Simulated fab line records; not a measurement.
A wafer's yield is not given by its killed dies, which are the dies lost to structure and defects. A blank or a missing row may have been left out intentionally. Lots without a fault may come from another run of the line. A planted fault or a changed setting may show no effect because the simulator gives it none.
Struck lot and sound lot, side by side | flow n5Finfet | 28 steps out of a route of 1938
Sound: these wafers, L638.2, L638.4, L638.5. Wafers struck: L644.3, L644.5, L644.6. The cause is given at the end.
Each step with rows lists, per side, the tool, then ch with its chambers, then its first start. Under that, the readings that differ: sound wafers | struck wafers | difference of the means | sigmas: that difference in standard deviations of wafers without a fault.
alike: same words and numbers on both sides, and readings whose means sit less than 2 such deviations apart. not compared: any withheld reading, any reading some wafer has no value for, any bound like >300 that may hide the same value, and any number with overlapping values for which the record gives no deviation.
The two part at a step that has a row with sigmas, a row that says differs or no value, or rows on one side only. Numbers that don't overlap but have no deviation are shown without sigmas and don't part them. A reading that every wafer of one side lacks parts them only if that side has two wafers or more.

first, 8 steps without rows for these wafers: N5_BEOL_M1_CMP_52 (polishes, stops on SiOC, t overpolish 6.8 s, target thk 40 nm); N5_BEOL_M1_PRE_CLEAN_60 (time 15 s); N5_BEOL_M1_CO_CAP_55 (material Co, precursor CCTBA/H2, target thk 2 nm, time 102.1 s); N5_BEOL_M1_PRE_CLEAN_56 (time 15 s); N5_BEOL_M1_DEP_57 (deposits SiCN from 3MS/NH3, target thk 8 nm, time 14 s); N5_BEOL_M2_ILD_DEP_00 (deposits SiOC from DEMS/O2, target thk 79 nm, time 15.3 s); N5_BEOL_M2_PECVD_72 (deposits SiO2 from TEOS/O2, target thk 16 nm, time 18 s); N5_BEOL_M2_HM_DEP_02 (deposits TiN, target thk 20 nm).
N5_BEOL_M2_COAT_61: time 60 s, resist thk 60 nm.
  sound on lithoTrack-04 ch 0, day 7 23:33; struck on lithoTrack-04 ch 0, day 9 07:53
reading                                 | sound                | struck               | difference | sigmas
spinSpeedRpm (rpm)                      | 1500.8 1500.2 1502.0 | 1405.2 1406.1 1405.0 | -95.6      | -99 or more
model.SOC_of_BEOL_M2_COAT_61.thkNm (nm) | 60.4 60.2 60.4       | 62 62 62             | +2         | 
then, 11 steps without rows for these wafers: N5_BEOL_M2_COAT_62 (time 60 s, resist thk 12 nm); N5_BEOL_M2_COAT_73 (time 60 s, resist thk 5 nm); N5_BEOL_M2_COAT_05 (resist thk 30 nm); N5_BEOL_M2_EBR_07; N5_BEOL_M2_SOFTBAKE_06 (time 60 s); N5_BEOL_M2_EXPOSE_08 (exposes mask M2); N5_BEOL_M2_PEB_09 (peb time 60 s); N5_BEOL_M2_DEVELOP_10 (develop time 30 s); N5_BEOL_M2_DESCUM_16 (chemistry O2, time 7 s); N5_BEOL_M2_ETCH_74 (etches underlayer in N2/H2, target depth 6.5 nm, time 5.2 s); N5_BEOL_M2_ETCH_63 (etches SiARC in CF4, target depth 15.6 nm, time 26 s).
N5_BEOL_M2_ETCH_64: etches SOC in N2/H2, target depth 75 nm, overetch 22.5 nm, time 121.9 s.
  sound on rieDiel-06 ch 1,2,3, day 8 00:13; struck on rieDiel-06 ch 2,3, day 9 10:17
reading                 | sound            | struck         | difference | sigmas
model.etch.depthNm (nm) | 60.4 60.28 60.33 | 61.94 62 62.02 | +1.65      | 
  alike: drypumpMotorCurrentA, n2FlowSccm, oesProductAu, rfVppV, showerheadPlenumPTorr, throttleValvePct
  not compared: rfHoursCounterH
then, 3 steps without rows for these wafers: N5_BEOL_M2_STRIP_65 (strips in N2/H2); N5_BEOL_M2_STRIP_75 (strips in N2/H2); N5_BEOL_M2_STRIP_66 (strips in CF4).
N5_BEOL_M2_HM_OPEN_17: chemistry Cl2/BCl3, target TiN, target depth 20 nm, overetch 6 nm.
  sound on rieMetal-01 ch 0,1, day 8 00:23; struck on rieMetal-02 ch 0,1, day 9 10:30
reading                                 | sound          | struck   | difference | sigmas
model.SOC_of_BEOL_M2_COAT_61.thkNm (nm) | 52.6 52.4 52.4 | 54 54 54 | +2         | 
  alike: drypumpMotorCurrentA, oesProductAu, throttleValvePct
  not compared: rfHoursCounterH
then, 1 step without rows for these wafers: N5_BEOL_M2_STRIP_19 (strips in O2).
N5_BEOL_M4_RC_MEAS_101:
  sound on prober-01 ch 0, day 9 09:42; struck on prober-02 ch 0, day 10 21:26
  alike: DIBL_N, DIBL_P, IOFF_N, IOFF_P, ION_N, ION_P, SS_N, SS_P, VT_N, VT_P
-- record jumps: 4 days separate the struck wafers' starts on either side; left off in module BEOL_M4, taken up again in module PASSIVATION, whose first shown step is the route's number 1936 --
N5_PASSIVATION_PROBE_49:
  the record has rows for the struck wafers here (prober-01, day 15 00:20) and none for the sound ones

WHERE THEY PART
Last at N5_PASSIVATION_PROBE_49 as far as this record goes, first at N5_BEOL_M2_COAT_61.

WHY: what the simulator had put in
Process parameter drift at N5_BEOL_M2_COAT_61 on lithoTrack-04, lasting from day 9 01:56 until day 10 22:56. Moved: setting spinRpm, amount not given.
